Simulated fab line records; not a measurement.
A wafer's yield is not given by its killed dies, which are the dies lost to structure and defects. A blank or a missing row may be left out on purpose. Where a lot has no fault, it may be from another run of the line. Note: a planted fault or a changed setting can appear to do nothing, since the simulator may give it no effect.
fab line records | flow n5Finfet
record: lots: 6 | wafers: 18 | lastDay: 17
route steps=1938 shown BEOL_M10@1518 PASSIVATION@1936
lots with no fault: from the same line, run without faults
startH: the number of hours between the record's first day and the start of the first shown wafer of the lot | waitH: hours elapsed since this lot's preceding step | " same as the row above | L1.1+2: a single row standing in for several wafers | - either no value or no given start | * or withheld: withheld | < > ~ a bound
route shown NAME@n: NAME is a module with steps in the file, n the number in the route of the first one | usual: mean and standard deviation over wafers with no fault | same: alike in all rows | chamber/n: place in a boat | sites: readings site by site | _std_site: their standard deviation | _edge_site: the outer-site mean with the inner-site mean subtracted | radiusMm: how far each site lies from the wafer's centre | mask NAME#n: copy n | behind: the last tool/chamber to shape the wafer | hold: cause of the lot's hold/its duration in hours/its outcome | device: the transistor (n, p or np) that didn't switch | end of line: tests run on the same wafers once the route is complete | for a step that has no rows: nothing shown but its recipe | killed: at the first sort, the dies lost to defects and structure; wafer yield is something else | map: the dies of a wafer, with x for killed, . for not killed, _ for no die there
set.NAME: the setting as run; set.NAME@STEP: as run at that earlier step | model.NAME: the simulator's own value behind a step, which no gauge read
lots at selected steps of the route; one table per step, one row per wafer
services: the hour from which a tool's chamber was out of use, counted from the record's first day as startH (under 0 if before that day), plus the number of hours and why
== steps ==
step: N5_BEOL_M10_PRECLEAN_42
recipe: chemistry: residueRemover | timeS: 60 | tempC: 40
step: N5_BEOL_M10_SRD_43
recipe: timeS: 30 | tempC: 23 | rinseLiquid: diw | dry: ipaMarangoni
step: N5_BEOL_M10_CD_MEAS_35
recipe: targetCdNm: 70 | polarity: opening
usual: cdNm: 69.6/0.94
lot.wafer | tool     | chamber | startH | waitH | cdNm
L317.1    | cdSem-01 | -       | 266.14 | 0.0   | 68.4
L317.4    | "        | -       | "      | "     | 70.5
L317.6    | "        | -       | "      | "     | 70.7
L321.3    | cdSem-01 | -       | 300.32 | 0.0   | 71.1
L321.4    | "        | -       | "      | "     | 71.7
L321.5    | "        | -       | "      | "     | 69.6
L323.1    | cdSem-01 | -       | 310.33 | 0.0   | 70.3
L323.3    | "        | -       | "      | "     | 68.1
L323.4    | "        | -       | "      | "     | 70.4
L322.3    | cdSem-02 | -       | 310.64 | 0.0   | 70.4
L322.5    | "        | -       | "      | "     | 69.9
L322.6    | "        | -       | "      | "     | 70.9
L324.2    | cdSem-03 | -       | 320.92 | 0.0   | 70.1
L324.3    | "        | -       | "      | "     | 69.8
L324.5    | "        | -       | "      | "     | 70.8
L331.1    | cdSem-01 | -       | 362.81 | 0.0   | 69.1
L331.3    | "        | -       | "      | "     | 69.5
L331.5    | "        | -       | "      | "     | 71.5
step: N5_BEOL_M10_CURE_72
recipe: tempC: 370 | timeS: 120 | ambient: DMADMS/He | material: SiCOH_lowk
usual: lampPowerPct: 52.32/0.053 | wafer_temp_C_max: 371.7/0.6
lot.wafer | tool      | chamber | startH | waitH | lampPowerPct | wafer_temp_C_max
L317.1    | uvCure-02 | 0       | 266.18 | 0.0   | 52.31        | 370.4
L317.4    | "         | 0       | "      | "     | 52.29        | 370.6
L317.6    | "         | 0       | "      | "     | 52.25        | 370.5
L321.3    | uvCure-01 | 2       | 300.72 | 0.4   | 52.31        | 372.1
L321.4    | "         | 2       | "      | "     | 52.28        | 372.0
L321.5    | "         | 2       | "      | "     | 52.42        | 371.7
L323.1    | uvCure-03 | 1       | 310.37 | 0.0   | 52.33        | 371.9
L323.3    | "         | 1       | "      | "     | 52.40        | 371.9
L323.4    | "         | 1       | "      | "     | 52.43        | 372.0
L322.3    | uvCure-02 | 0       | 310.90 | 0.3   | 52.29        | 371.3
L322.5    | "         | 0       | "      | "     | 52.37        | 372.0
L322.6    | "         | 0       | "      | "     | 52.26        | 371.4
L324.2    | uvCure-03 | 1       | 321.01 | 0.1   | 52.33        | 371.7
L324.3    | "         | 1       | "      | "     | 52.23        | 371.9
L324.5    | "         | 1       | "      | "     | 52.38        | 372.0
L331.1    | uvCure-03 | 0       | 362.92 | 0.1   | 52.37        | 371.9
L331.3    | "         | 0       | "      | "     | 52.41        | 371.7
L331.5    | "         | 0       | "      | "     | 52.28        | 372.3
step: N5_BEOL_M10_DEGAS_44
recipe: ambient: vacuum | tempC: 250 | timeS: 60
step: N5_BEOL_M10_PRE_CLEAN_45
recipe: gas: H2/He | timeS: 30 | tempC: 250
usual: heaterPowerW: 323/22
lot.wafer | tool          | chamber | startH | waitH | heaterPowerW
L317.1    | pvdSputter-03 | -       | 266.86 | 0.0   | 306
L317.4    | "             | -       | "      | "     | 285
L317.6    | "             | -       | "      | "     | 306
L321.3    | pvdSputter-03 | -       | 301.57 | 0.0   | 289
L321.4    | "             | -       | "      | "     | 307
L321.5    | "             | -       | "      | "     | 322
L323.1    | pvdSputter-02 | -       | 311.05 | 0.0   | 312
L323.3    | "             | -       | "      | "     | 302
L323.4    | "             | -       | "      | "     | 351
L322.3    | pvdSputter-01 | -       | 311.21 | 0.0   | 338
L322.5    | "             | -       | "      | "     | 337
L322.6    | "             | -       | "      | "     | 323
L324.2    | pvdSputter-02 | -       | 321.42 | 0.0   | 370
L324.3    | "             | -       | "      | "     | 301
L324.5    | "             | -       | "      | "     | 348
L331.1    | pvdSputter-03 | -       | 364.25 | 0.0   | 303
L331.3    | "             | -       | "      | "     | 289
L331.5    | "             | -       | "      | "     | 283
step: N5_BEOL_M10_ALD_74
recipe: material: TaN | targetThkA: 20 | tempC: 275 | aldPrecursorFamily: PDMAT | aldCoReactant: NH3 | pressureTorr: 3 | carrierFlowSccm: 1500 | pulseTimeS: 2 | purgeTimeS: 3 | coReactantPurgeTimeS: 2 | coReactantPulseTimeS: 3 | aldCycles: 40 | precursorVesselTempC: 75 | precursorVesselPressureTorr: 26.25 | precursorVesselCarrierSccm: 1000
usual: chamberPressureTorr: 3.000/0.0069 | heaterPowerOuterW: 238/35 | heaterPowerW: 429/65
same: aldCycles: 40
lot.wafer | tool        | chamber | startH | waitH | chamberPressureTorr | heaterPowerOuterW | heaterPowerW
L317.1    | aldMetal-03 | 0       | 266.93 | 0.0   | 3.001               | 277               | 509
L317.4    | "           | 1       | "      | "     | 2.997               | 228               | 402
L317.6    | "           | 1       | "      | "     | 3.001               | 230               | 411
L321.3    | aldMetal-03 | 3       | 301.81 | 0.2   | 2.996               | 248               | 388
L321.4    | "           | 0       | "      | "     | 2.998               | 281               | 506
L321.5    | "           | 3       | "      | "     | 2.998               | 241               | 400
L323.1    | aldMetal-03 | 0       | 311.11 | 0.0   | 2.994               | 270               | 504
L323.3    | "           | 2       | "      | "     | 2.997               | 209               | 373
L323.4    | "           | 3       | "      | "     | 3.006               | 246               | 401
L322.3    | aldMetal-01 | 0       | 311.27 | 0.0   | 3.003               | 194               | 350
L322.5    | "           | 2       | "      | "     | 2.999               | 230               | 380
L322.6    | "           | 1       | "      | "     | 2.998               | 319               | 551
L324.2    | aldMetal-01 | 1       | 321.54 | 0.1   | 2.992               | 313               | 561
L324.3    | "           | 0       | "      | "     | 3.006               | 202               | 362
L324.5    | "           | 2       | "      | "     | 2.998               | 221               | 405
L331.1    | aldMetal-03 | 0       | 364.31 | 0.0   | 2.996               | 273               | 508
L331.3    | "           | 1       | "      | "     | 3.003               | 225               | 412
L331.5    | "           | 2       | "      | "     | 2.995               | 203               | 382
step: N5_BEOL_M10_SURFACE_TREAT_76
recipe: gas: Ar | timeS: * | ionEnergyEv: * | ionCurrentMaCm2: 0.5 | pressureMtorr: * | arFlowSccm: 30
step: N5_BEOL_M10_CVD_75
recipe: material: Co | targetThkA: 20 | tempC: withheld | precursor: CCTBA/H2 | pressureTorr: 30 | timeS: 138.9
step: N5_BEOL_M10_SPUTTER_48
recipe: material: Cu | targetThkA: 120 | tempC: -20 | biasV: 60 | powerW: 26000 | chamberPressurePa: 0.13 | timeS: 2
usual: cathodeDcPowerW: 26000/4.7 | throttleValvePct: 29.7/1
lot.wafer | tool          | chamber | startH | waitH | cathodeDcPowerW | throttleValvePct
L317.1    | pvdSputter-02 | -       | 269.55 | 0.1   | 25997           | 27.7
L317.4    | "             | -       | "      | "     | 25995           | 31.0
L317.6    | "             | -       | "      | "     | 26002           | 29.6
L321.3    | pvdSputter-03 | -       | 302.69 | 0.1   | 26000           | 30.1
L321.4    | "             | -       | "      | "     | 26009           | 29.5
L321.5    | "             | -       | "      | "     | 26000           | 30.2
L323.1    | pvdSputter-02 | -       | 311.71 | 0.1   | 26000           | 29.6
L323.3    | "             | -       | "      | "     | 25998           | 29.5
L323.4    | "             | -       | "      | "     | 26003           | 31.1
L322.3    | pvdSputter-02 | -       | 311.83 | 0.1   | 25994           | 31.2
L322.5    | "             | -       | "      | "     | 25990           | 29.7
L322.6    | "             | -       | "      | "     | 26007           | 30.8
L324.2    | pvdSputter-02 | -       | 322.26 | 0.2   | 26006           | 29.6
L324.3    | "             | -       | "      | "     | 26000           | 29.6
L324.5    | "             | -       | "      | "     | 25998           | 30.9
L331.1    | pvdSputter-01 | -       | 364.88 | 0.1   | 26000           | 31.8
L331.3    | "             | -       | "      | "     | 26000           | 29.3
L331.5    | "             | -       | "      | "     | 25988           | 29.4
step: N5_BEOL_M10_ECD_50
recipe: material: Cu | targetThkA: 3180
step: N5_BEOL_M10_ANNEAL_51
recipe: tempC: 225 | timeS: 90 | ambient: N2
usual: wafer_temp_C_max: 226.25/0.26
lot.wafer | tool         | chamber | startH | waitH | wafer_temp_C_max
L317.1    | rtpAnneal-01 | 0       | 269.81 | 0.1   | 226.31
L317.4    | "            | 0       | "      | "     | 226.41
L317.6    | "            | 0       | "      | "     | 226.81
L321.3    | rtpAnneal-01 | 0       | 303.20 | 0.3   | 225.92
L321.4    | "            | 0       | "      | "     | 226.11
L321.5    | "            | 0       | "      | "     | 225.96
L323.1    | rtpAnneal-02 | 0       | 312.30 | 0.4   | 226.12
L323.3    | "            | 0       | "      | "     | 226.07
L323.4    | "            | 0       | "      | "     | 226.15
L322.3    | rtpAnneal-02 | 0       | 312.66 | 0.7   | 226.02
L322.5    | "            | 0       | "      | "     | 226.34
L322.6    | "            | 0       | "      | "     | 226.75
L324.2    | rtpAnneal-02 | 0       | 322.53 | 0.1   | 226.18
L324.3    | "            | 0       | "      | "     | 226.43
L324.5    | "            | 0       | "      | "     | 226.17
L331.1    | rtpAnneal-01 | 0       | 365.11 | 0.1   | 226.33
L331.3    | "            | 0       | "      | "     | 226.11
L331.5    | "            | 0       | "      | "     | 226.28
step: N5_BEOL_M10_CMP_52
recipe: stopOn: SiCOH_lowk | tOverpolishS: 7 | downForcePsi: 1 | platenRpm: 50 | clearingPlatenDownForcePsi: 1.5 | clearingPlatenRpm: 50 | postCmpClean: cuAlkaline | targetThkNm: 140 | clearingPlatenPadVelocityMS: 0.99484 | padVelocityMS: 0.99484
usual: barrierFieldEndpointS: 28.8/0.83 | motorCurrentA: 6.1/0.68 | overpolishRunS: 7.000/0.0087 | platenRpm: 50.00/0.032 | timeToEndpointS: 64/4
lot.wafer | tool   | chamber | startH | waitH | barrierFieldEndpointS | motorCurrentA | overpolishRunS | platenRpm | timeToEndpointS
L317.4    | cmp-03 | 3       | 270.16 | 0.2   | 27.8                  | 7.1           | 6.995          | 50.04     | 59
L317.1    | "      | 1       | "      | "     | 27.6                  | 5.7           | 6.994          | 50.00     | 64
L317.6    | "      | 2       | "      | "     | 29.0                  | 6.6           | 7.000          | 50.02     | 66
L321.4    | cmp-02 | 3       | 303.41 | 0.1   | 28.3                  | 5.3           | 6.997          | 49.99     | 59
L321.3    | "      | 1       | "      | "     | 28.8                  | 6.0           | 6.996          | 49.96     | 64
L321.5    | "      | 3       | "      | "     | 28.8                  | 5.1           | 7.006          | 50.02     | 62
L323.4    | cmp-02 | 2       | 312.59 | 0.1   | 28.7                  | 7.6           | 7.001          | 48.00     | 59
L323.1    | "      | 3       | "      | "     | 28.6                  | 5.1           | 7.011          | 48.02     | 61
L323.3    | "      | 0       | "      | "     | 30.6                  | 6.2           | 6.994          | 48.03     | 69
L322.3    | cmp-02 | 0       | 312.98 | 0.3   | 31.3                  | 6.1           | 6.999          | 47.97     | 72
L322.5    | "      | 1       | "      | "     | 31.5                  | 6.2           | 6.997          | 48.01     | 70
L322.6    | "      | 2       | "      | "     | 30.1                  | 6.9           | 6.983          | 47.99     | 61
L324.3    | cmp-03 | 0       | 322.82 | 0.2   | 30.4                  | 7.3           | 6.994          | 50.03     | 75
L324.2    | "      | 2       | "      | "     | 29.3                  | 6.4           | 7.004          | 50.00     | 69
L324.5    | "      | 0       | "      | "     | 31.8                  | 7.2           | 6.994          | 49.97     | 74
L331.3    | cmp-04 | 3       | 365.45 | 0.2   | 28.8                  | 6.4           | 7.001          | 50.04     | 64
L331.1    | "      | 0       | "      | "     | 28.4                  | 5.4           | 6.991          | 49.97     | 58
L331.5    | "      | 3       | "      | "     | 29.3                  | 6.8           | 6.986          | 50.00     | 64
step: N5_PASSIVATION_PROBE_49
usual: defectLimitedYield: 91.1/1.6 | killed_at_M0_to_M3: 35/11 | killed_at_M4_up: 13/5.4 | killedAtContacts: 13/6.5 | killedAtFrontEnd: 40/14 | killedAtOther: 4/3.1 | killedDies: 105/18 | killedOpen: 69/14 | killedShort: 34/7.3 | sort_bin_5_function: 5.2/0.96 | sort_bin_6_memory: 3.4/0.77 | sortNPass: 1075/19 | sortYieldPct: 91.1/1.6
same: grossDies: 1180 | killedAtBackSide: 0 | sort_bin_4_leakage[%]: 0 | sort_bin_8_speed[%]: 0
lot.wafer | tool      | chamber | startH | waitH | defectLimitedYield[%] | killed_at_M0_to_M3 | killed_at_M4_up | killedAtContacts | killedAtFrontEnd | killedAtOther | killedDies | killedOpen | killedShort | sort_bin_5_function[%] | sort_bin_6_memory[%] | sortNPass | sortYieldPct[%]
L317.1    | prober-02 | -       | 313.51 | 0.0   | 94.2                  | 16                 | 12              | 7                | 30               | 4             | 69         | 46         | 20          | 3.1                    | 2.6                  | 1111      | 94.2
L317.4    | prober-02 | -       | 313.66 | 0.2   | 91.7                  | 34                 | 5               | 11               | 40               | 8             | 98         | 62         | 26          | 4.3                    | 3.0                  | 1082      | 91.7
L317.6    | prober-02 | -       | 313.76 | 0.3   | 89.2                  | 26                 | 8               | 12               | 74               | 7             | 127        | 91         | 35          | 6.7                    | 3.6                  | 1053      | 89.2
L321.3    | prober-02 | -       | 357.30 | 0.1   | 92.5                  | 24                 | 18              | 9                | 36               | 2             | 89         | 61         | 27          | 4.8                    | 2.5                  | 1091      | 92.5
L321.4    | prober-02 | -       | 357.35 | 0.2   | 93.0                  | 23                 | 20              | 8                | 29               | 3             | 83         | 51         | 31          | 4.2                    | 2.6                  | 1097      | 93.0
L321.5    | prober-02 | -       | 357.40 | 0.2   | 89.4                  | 33                 | 21              | 6                | 63               | 2             | 125        | 72         | 50          | 6.1                    | 3.6                  | 1055      | 89.4
L323.1    | prober-02 | -       | 363.98 | 0.0   | 90.8                  | 29                 | 9               | 20               | 49               | 1             | 108        | 70         | 36          | 6.0                    | 2.6                  | 1072      | 90.8
L323.3    | prober-02 | -       | 364.08 | 0.1   | 89.6                  | 27                 | 14              | 18               | 64               | 0             | 123        | 84         | 39          | 5.5                    | 4.4                  | 1057      | 89.6
L323.4    | prober-02 | -       | 364.13 | 0.2   | 91.4                  | 23                 | 10              | 20               | 48               | 1             | 102        | 60         | 41          | 6.2                    | 2.0                  | 1078      | 91.4
L322.3    | prober-02 | -       | 367.98 | 0.1   | 91.9                  | 39                 | 15              | 12               | 27               | 2             | 95         | 67         | 27          | 4.8                    | 3.1                  | 1085      | 91.9
L322.5    | prober-02 | -       | 368.08 | 0.2   | 89.8                  | 46                 | 22              | 13               | 35               | 4             | 120        | 88         | 32          | 5.5                    | 4.2                  | 1060      | 89.8
L322.6    | prober-02 | -       | 368.13 | 0.3   | 91.0                  | 49                 | 19              | 9                | 24               | 5             | 106        | 64         | 41          | 4.5                    | 4.2                  | 1074      | 91.0
L331.1    | prober-01 | -       | 413.69 | 0.0   | 90.5                  | 28                 | 13              | 22               | 45               | 4             | 112        | 79         | 33          | 5.7                    | 3.5                  | 1068      | 90.5
L331.3    | prober-01 | -       | 413.79 | 0.1   | 89.3                  | 33                 | 8               | 23               | 54               | 8             | 126        | 70         | 48          | 6.9                    | 3.1                  | 1054      | 89.3
L331.5    | prober-01 | -       | 413.89 | 0.2   | 87.0                  | 37                 | 7               | 10               | 98               | 1             | 153        | 113        | 36          | 7.9                    | 4.7                  | 1027      | 87.0
killed by level:class
L317.1 MOL_CONTACT_COAG:geometricParticle:open=7 FIN_SAQP:geometricParticle:short=5 FIN_SAQP:geometricParticle:open=5 STARTING-WAFER:geometricParticle:open=4 BEOL_M0:geometricParticle:open=4 BEOL_M1:geometricParticle:open=4 BEOL_M7:geometricParticle:open=4 GATE_CUT:geometricParticle:open=3
L317.4 BEOL_M1:geometricParticle:open=10 MOL_CONTACT_COAG:geometricParticle:open=10 HKMG_FIN:areaEtch=8 BEOL_M0_SAQP:geometricParticle:open=7 FIN_SAQP:geometricParticle:open=6 STI_FIN_REVEAL:geometricParticle:open=6 BEOL_M0_SAQP:geometricParticle:short=6 FIN_SAQP:geometricParticle:short=5
L317.6 FIN_SAQP:geometricParticle:open=25 STI_FIN_REVEAL:geometricParticle:open=13 FIN_SAQP:geometricParticle:short=11 MOL_CONTACT_COAG:geometricParticle:open=10 BEOL_M3:geometricParticle:open=8 BEOL_M1:geometricParticle:open=7 GATE_CUT:geometricParticle:open=6 BEOL_M0_SAQP:geometricParticle:open=6
L321.3 BEOL_M2:geometricParticle:open=11 BEOL_M4:geometricParticle:open=10 MOL_CONTACT_COAG:geometricParticle:open=8 FIN_SAQP:geometricParticle:open=7 FIN_SAQP:geometricParticle:short=7 STARTING-WAFER:geometricParticle:short=7 GATE_CUT:geometricParticle:short=5 BEOL_M3:geometricParticle:open=4
L321.4 FIN_SAQP:geometricParticle:short=10 BEOL_M4:geometricParticle:open=9 DUMMY_GATE:geometricParticle:open=7 BEOL_M2:geometricParticle:short=6 BEOL_M2:geometricParticle:open=6 MOL_CONTACT_COAG:geometricParticle:open=5 FIN_SAQP:geometricParticle:open=4 BEOL_M3:geometricParticle:open=4
L321.5 FIN_SAQP:geometricParticle:short=14 GATE_CUT:geometricParticle:short=9 BEOL_M2:geometricParticle:open=9 BEOL_M4:geometricParticle:open=9 STI_FIN_REVEAL:geometricParticle:open=7 FIN_SAQP:geometricParticle:open=6 BEOL_M4:geometricParticle:short=6 MOL_CONTACT_COAG:geometricParticle:open=6
L323.1 MOL_CONTACT_COAG:geometricParticle:open=18 FIN_SAQP:geometricParticle:open=12 BEOL_M0_SAQP:geometricParticle:short=11 STI_FIN_REVEAL:geometricParticle:open=9 FIN_SAQP:geometricParticle:short=7 GATE_CUT:geometricParticle:short=6 BEOL_M0_SAQP:geometricParticle:open=6 BEOL_M3:geometricParticle:open=5
L323.3 FIN_SAQP:geometricParticle:open=18 FIN_SAQP:geometricParticle:short=15 MOL_CONTACT_COAG:geometricParticle:open=13 STI_FIN_REVEAL:geometricParticle:open=11 BEOL_M0_SAQP:geometricParticle:open=11 BEOL_M4:geometricParticle:open=10 GATE_CUT:geometricParticle:short=6 BEOL_M0_SAQP:geometricParticle:short=6
L323.4 MOL_CONTACT_COAG:geometricParticle:open=14 STI_FIN_REVEAL:geometricParticle:open=10 FIN_SAQP:geometricParticle:short=7 BEOL_M0_SAQP:geometricParticle:short=7 MOL_CONTACT_COAG:geometricParticle:short=6 DUMMY_GATE:geometricParticle:open=5 BEOL_M2:geometricParticle:open=5 FIN_SAQP:geometricParticle:open=4
L322.3 BEOL_M1:geometricParticle:open=17 MOL_CONTACT_COAG:geometricParticle:open=8 FIN_SAQP:geometricParticle:open=7 BEOL_M2:geometricParticle:open=6 BEOL_M4:geometricParticle:open=5 BEOL_M5:geometricParticle:open=5 FIN_SAQP:geometricParticle:short=4 BEOL_M2:geometricParticle:short=4
L322.5 BEOL_M1:geometricParticle:open=22 STI_FIN_REVEAL:geometricParticle:open=14 BEOL_M4:geometricParticle:open=10 BEOL_M0_SAQP:geometricParticle:short=8 MOL_CONTACT_COAG:geometricParticle:open=7 BEOL_M2:geometricParticle:open=7 MOL_CONTACT_COAG:geometricParticle:short=6 BEOL_M5:geometricParticle:open=5
L322.6 BEOL_M0_SAQP:geometricParticle:short=15 BEOL_M0_SAQP:geometricParticle:open=11 MOL_CONTACT_COAG:geometricParticle:open=9 BEOL_M2:geometricParticle:open=9 FIN_SAQP:geometricParticle:open=8 BEOL_M1:geometricParticle:open=6 BEOL_M4:geometricParticle:open=5 BEOL_M5:geometricParticle:open=4
L331.1 STI_FIN_REVEAL:geometricParticle:open=19 MOL_CONTACT_COAG:geometricParticle:open=17 BEOL_M2:geometricParticle:open=9 FIN_SAQP:geometricParticle:short=6 FIN_SAQP:geometricParticle:open=5 BEOL_M4:geometricParticle:open=5 MOL_CONTACT_COAG:geometricParticle:short=5 BEOL_M2:geometricParticle:short=5
L331.3 MOL_CONTACT_COAG:geometricParticle:open=18 FIN_SAQP:geometricParticle:open=12 BEOL_M0_SAQP:geometricParticle:short=12 FIN_SAQP:geometricParticle:short=9 STI_FIN_REVEAL:geometricParticle:open=9 BEOL_M0_SAQP:geometricParticle:open=8 BEOL_M4:geometricParticle:short=7 ILD0:geometricParticle:open=5
L331.5 STI_FIN_REVEAL:geometricParticle:open=57 STI_FIN_REVEAL:geometricParticle:short=10 BEOL_M0_SAQP:geometricParticle:open=9 BEOL_M0_SAQP:geometricParticle:short=9 MOL_CONTACT_COAG:geometricParticle:open=8 FIN_SAQP:geometricParticle:open=7 BEOL_M2:geometricParticle:open=7 BEOL_M1:geometricParticle:open=6
== services ==
tool          | chamber | startH | hours | kind
cmp-03        | -       | 242.52 | 1.3   | repair
cmp-03        | -       | 248.23 | 5.1   | pm
aldMetal-01   | -       | 249.17 | 8.7   | pm
cmp-04        | -       | 251.09 | 0.8   | repair
aldMetal-01   | 2       | 273.62 | 11.8  | repair
uvCure-02     | -       | 277.50 | 7.5   | pm
cmp-03        | -       | 278.24 | 1.5   | repair
cmp-02        | -       | 278.69 | 4.0   | pm
aldMetal-01   | -       | 279.51 | 0.6   | repair
cmp-02        | -       | 282.69 | -     | consumableReplace:conditioner
cmp-02        | -       | 282.69 | -     | consumableReplace:pad
uvCure-02     | -       | 288.45 | 18.8  | repair
uvCure-03     | -       | 302.46 | 0.9   | repair
cmp-03        | -       | 318.26 | 3.4   | pm
aldMetal-01   | -       | 337.25 | 14.0  | pm
aldMetal-01   | 0       | 337.25 | 14.0  | ventCycle
cmp-02        | -       | 338.84 | 6.6   | pm
uvCure-03     | -       | 345.91 | 1.0   | pm
cmp-03        | -       | 347.56 | 3.1   | repair
uvCure-01     | -       | 350.47 | 7.5   | pm
pvdSputter-03 | -       | 355.57 | 0.7   | repair
cmp-04        | -       | 356.88 | 4.0   | pm
uvCure-01     | -       | 362.60 | 2.1   | pm
pvdSputter-02 | -       | 365.16 | 1.1   | repair
== key ==
firstSign: step: N5_BEOL_M10_CMP_52 | reading: platenRpm | direction: down | sigmas: 63 | usual: 50.00 | struck: 48.00
effect: step: N5_BEOL_M10_CMP_52 | reading: barrierFieldEndpointS | direction: up | sigmas: 1.6 | usual: 28.8 | struck: 30.1
metAt N5_BEOL_M10_CMP_52
struckWafers L322.3,L322.5,L322.6,L323.1,L323.3,L323.4
onsetBetween 303.41 312.59
fault: kind: processParameterDrift | tool: cmp-02 | chamber: - | onsetH: 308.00 | steps: N5_BEOL_M10_CMP_52 | channel: platenRpm | offset: -2 | shape: step | endH: 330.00 | actsIn: theseRecipesOnly | stated: 50
